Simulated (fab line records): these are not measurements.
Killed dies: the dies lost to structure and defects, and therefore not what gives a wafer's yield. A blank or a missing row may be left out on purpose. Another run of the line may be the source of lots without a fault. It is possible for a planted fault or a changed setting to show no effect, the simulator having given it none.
Which tool was responsible? ; flow n5 finfet ; 11 lots, 33 wafers sampled, at 1 step of a route of 1938

## WHAT THE GAUGES SHOWED, per wafer
N5_BEOL_M1_INSPECT_59: inspects for defects (darkfield).
lot;measured;on;raw defect count
L076;day 7 22:45;defect inspect-02;68 67 60
L077;day 8 03:22;defect inspect-02;65 73 81
L080;day 8 18:32;defect inspect-02;63 78 95
L082;day 9 02:05;defect inspect-02;57 98 85
L084;day 9 12:56;defect inspect-01;78 59 123
L086;day 10 03:08;defect inspect-01;63 36 76
L088;day 10 12:29;defect inspect-02;88 63 74
L091;day 11 06:50;defect inspect-01;97 88 80
L093;day 11 16:02;defect inspect-02;124 55 57
L079;day 12 09:55;defect inspect-02;66 144 95
L096;day 12 15:20;defect inspect-02;38 51 84

## EACH LOT AND THE TOOL THAT RAN IT (in order: tool; ch and the chambers of the sampled wafers; start)
Before these readings, the record contains no process step.

## THE ANSWER, worked out from the rows above alone
Rule: usual is defined by the lots themselves. The widest of any qualifying gaps counts: lots, ordered by their means at a reading, are off when they make up no more than a third of the lots, leave a main group of 4 or more, and stand apart from it by 3 or more times the standard deviation of that group's means. A main group whose means are all the same, to the digits that the tables above print for the reading, isn't used. A lot without any number at a reading at which 4 lots or more have one is off too. Any other lot the step has rows for is counted as sound.
No lot is off at any reading shown: from this, nothing can be told.

## WHAT HAD BEEN PUT IN BY THE SIMULATOR
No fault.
